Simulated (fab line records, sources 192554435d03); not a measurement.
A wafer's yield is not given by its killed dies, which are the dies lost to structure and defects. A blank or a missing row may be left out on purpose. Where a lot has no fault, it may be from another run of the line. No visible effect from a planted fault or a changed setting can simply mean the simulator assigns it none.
Chamber matching ; flow n5 finfet ; 4 sister chambers for N5_FIN_SAQP_SPACER1_ALD_24 on ald sin-04
The step deposits SiO2, target thk 20.3 nm, pulse time 1 s, purge time 2 s. 8 wafers are shown with their chamber, then 10 later ones without.

## EACH WAFER AND ITS CHAMBER
wafer;chamber;heater power w (W);heater power outer w (W)
L078.3;1;458;266
L080.5;1;468;273
L084.6;2;437;249
L089.1;2;437;228
L089.2;3;492;277
L089.4;0;464;245
L091.1;3;492;279
L091.3;0;445;252

## WAFERS WITHOUT THEIR CHAMBER
wafer;heater power w (W);heater power outer w (W)
L091.6;435;252
L092.3;505;278
L092.5;487;282
L092.6;421;235
L093.2;431;231
L093.4;446;245
L093.6;430;236
L095.2;459;253
L095.4;496;283
L095.6;434;244

## WHICH CHAMBER EACH ONE RAN IN
wafer;from the rows above;in truth
L091.6;can't be placed: 2 or 0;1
L092.3;3;3
L092.5;3;3
L092.6;2;2
L093.2;2;2
L093.4;can't be placed: 0 or 2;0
L093.6;2;2
L095.2;can't be placed: 0 or 1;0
L095.4;3;3
L095.6;can't be placed: 2 or 0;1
Correct placement for 6 of the 10. From these rows, 4 cannot be placed; in 2 the true chamber is one of the candidates. 0 placed wrongly.
How it was worked out, from the rows above alone: a wafer's distance from a chamber is the root of the sum, over the readings, of the square of ((its reading less the chamber's mean) divided by the reading's scatter). The wafer belongs to the nearest chamber; if the next one is less than 2 further off, it can't be placed. The mean given for a chamber averages the wafers shown for that chamber. The scatter: take each reading less its chamber's mean, square it, sum over the shown wafers, divide by the number of wafers less the number of chambers, and take the root.
